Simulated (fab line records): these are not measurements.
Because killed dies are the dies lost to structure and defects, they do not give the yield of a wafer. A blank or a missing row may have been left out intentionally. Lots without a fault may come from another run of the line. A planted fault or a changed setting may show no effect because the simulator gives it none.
Chamber matching / flow n5-finfet / N5_BEOL_M7_ETCH_72 on rie-diel-06 has 4 sister chambers
The step etches underlayer in N2/H2, target depth 6.5 nm, time 5.2 s. 22 wafers are shown with their chamber, then 11 later ones without.

## WAFERS WITH THEIR CHAMBER
wafer=L074.2; chamber=3; drypump-motor-current-A (A)=5.4; showerhead-plenum-p-Torr (Torr)=2.69; etch-rf-on-time-s (s)=5.26
wafer=L074.4; chamber=0; drypump-motor-current-A (A)=6.1; showerhead-plenum-p-Torr (Torr)=2.58; etch-rf-on-time-s (s)=5.04
wafer=L074.5; chamber=2; drypump-motor-current-A (A)=5.4; showerhead-plenum-p-Torr (Torr)=2.55; etch-rf-on-time-s (s)=5.63
wafer=L076.3; chamber=1; drypump-motor-current-A (A)=5.5; showerhead-plenum-p-Torr (Torr)=2.51; etch-rf-on-time-s (s)=5.03
wafer=L076.5; chamber=0; drypump-motor-current-A (A)=6.1; showerhead-plenum-p-Torr (Torr)=2.58; etch-rf-on-time-s (s)=5.09
wafer=L076.6; chamber=1; drypump-motor-current-A (A)=5.5; showerhead-plenum-p-Torr (Torr)=2.50; etch-rf-on-time-s (s)=5.02
wafer=L080.3; chamber=0; drypump-motor-current-A (A)=6.1; showerhead-plenum-p-Torr (Torr)=2.58; etch-rf-on-time-s (s)=5.07
wafer=L080.4; chamber=2; drypump-motor-current-A (A)=5.4; showerhead-plenum-p-Torr (Torr)=2.55; etch-rf-on-time-s (s)=5.66
wafer=L080.6; chamber=1; drypump-motor-current-A (A)=5.5; showerhead-plenum-p-Torr (Torr)=2.50; etch-rf-on-time-s (s)=5.01
wafer=L081.3; chamber=2; drypump-motor-current-A (A)=5.3; showerhead-plenum-p-Torr (Torr)=2.54; etch-rf-on-time-s (s)=5.62
wafer=L081.4; chamber=1; drypump-motor-current-A (A)=5.5; showerhead-plenum-p-Torr (Torr)=2.50; etch-rf-on-time-s (s)=4.97
wafer=L081.6; chamber=3; drypump-motor-current-A (A)=5.4; showerhead-plenum-p-Torr (Torr)=2.68; etch-rf-on-time-s (s)=5.27
wafer=L083.2; chamber=3; drypump-motor-current-A (A)=5.4; showerhead-plenum-p-Torr (Torr)=2.68; etch-rf-on-time-s (s)=5.33
wafer=L083.5; chamber=2; drypump-motor-current-A (A)=5.4; showerhead-plenum-p-Torr (Torr)=2.54; etch-rf-on-time-s (s)=5.71
wafer=L083.6; chamber=1; drypump-motor-current-A (A)=5.5; showerhead-plenum-p-Torr (Torr)=2.50; etch-rf-on-time-s (s)=4.99
wafer=L086.1; chamber=3; drypump-motor-current-A (A)=5.4; showerhead-plenum-p-Torr (Torr)=2.68; etch-rf-on-time-s (s)=5.35
wafer=L086.2; chamber=2; drypump-motor-current-A (A)=5.4; showerhead-plenum-p-Torr (Torr)=2.54; etch-rf-on-time-s (s)=5.72
wafer=L086.6; chamber=3; drypump-motor-current-A (A)=5.4; showerhead-plenum-p-Torr (Torr)=2.68; etch-rf-on-time-s (s)=5.34
wafer=L090.1; chamber=3; drypump-motor-current-A (A)=5.4; showerhead-plenum-p-Torr (Torr)=2.67; etch-rf-on-time-s (s)=5.31
wafer=L090.3; chamber=1; drypump-motor-current-A (A)=5.5; showerhead-plenum-p-Torr (Torr)=2.49; etch-rf-on-time-s (s)=4.99
wafer=L090.5; chamber=0; drypump-motor-current-A (A)=6.0; showerhead-plenum-p-Torr (Torr)=2.57; etch-rf-on-time-s (s)=5.04
wafer=L091.2; chamber=1; drypump-motor-current-A (A)=5.5; showerhead-plenum-p-Torr (Torr)=2.49; etch-rf-on-time-s (s)=5.01

SIGNATURES (means of the wafers above)
reading=drypump-motor-current-A; chamber 0=6.075; chamber 1=5.500; chamber 2=5.380; chamber 3=5.400; scatter within a chamber=0.0293
reading=showerhead-plenum-p-Torr; chamber 0=2.5775; chamber 1=2.4986; chamber 2=2.5440; chamber 3=2.6800; scatter within a chamber=0.00615
reading=etch-rf-on-time-s; chamber 0=5.0600; chamber 1=5.0029; chamber 2=5.6680; chamber 3=5.3100; scatter within a chamber=0.033
Rule: a wafer's distance from a chamber is the root of the sum, over the readings, of the square of ((its reading less the chamber's mean) divided by the reading's scatter). If the next closest chamber is less than 2 further off than the closest, the wafer can't be placed; otherwise it belongs to the closest. The scatter is the square root of a quotient: the sum, over the shown wafers, of each reading's squared deviation from its chamber's mean, divided by wafers minus chambers.

## WAFERS WITH NO CHAMBER GIVEN
wafer=L091.4; drypump-motor-current-A (A)=5.4; showerhead-plenum-p-Torr (Torr)=2.54; etch-rf-on-time-s (s)=5.71
wafer=L091.6; drypump-motor-current-A (A)=6.1; showerhead-plenum-p-Torr (Torr)=2.57; etch-rf-on-time-s (s)=5.08
wafer=L094.1; drypump-motor-current-A (A)=5.5; showerhead-plenum-p-Torr (Torr)=2.49; etch-rf-on-time-s (s)=4.91
wafer=L094.2; drypump-motor-current-A (A)=6.0; showerhead-plenum-p-Torr (Torr)=2.57; etch-rf-on-time-s (s)=5.08
wafer=L094.3; drypump-motor-current-A (A)=5.3; showerhead-plenum-p-Torr (Torr)=2.53; etch-rf-on-time-s (s)=5.75
wafer=L094.4; drypump-motor-current-A (A)=5.4; showerhead-plenum-p-Torr (Torr)=2.67; etch-rf-on-time-s (s)=5.31
wafer=L094.5; drypump-motor-current-A (A)=6.1; showerhead-plenum-p-Torr (Torr)=2.57; etch-rf-on-time-s (s)=5.08
wafer=L094.6; drypump-motor-current-A (A)=5.4; showerhead-plenum-p-Torr (Torr)=2.67; etch-rf-on-time-s (s)=5.31
wafer=L097.3; drypump-motor-current-A (A)=5.4; showerhead-plenum-p-Torr (Torr)=2.67; etch-rf-on-time-s (s)=5.41
wafer=L097.5; drypump-motor-current-A (A)=5.4; showerhead-plenum-p-Torr (Torr)=2.67; etch-rf-on-time-s (s)=5.32
wafer=L097.6; drypump-motor-current-A (A)=6.1; showerhead-plenum-p-Torr (Torr)=2.57; etch-rf-on-time-s (s)=5.11

## THE CHAMBER EACH PASSED THROUGH
wafer=L091.4; from the rows above=2; in truth=2
wafer=L091.6; from the rows above=0; in truth=0
wafer=L094.1; from the rows above=1; in truth=1
wafer=L094.2; from the rows above=0; in truth=0
wafer=L094.3; from the rows above=2; in truth=2
wafer=L094.4; from the rows above=3; in truth=3
wafer=L094.5; from the rows above=0; in truth=0
wafer=L094.6; from the rows above=3; in truth=3
wafer=L097.3; from the rows above=3; in truth=3
wafer=L097.5; from the rows above=3; in truth=3
wafer=L097.6; from the rows above=0; in truth=0
Correct placement for 11 of the 11. Can't be placed from these rows: 0. 0 placed wrongly.
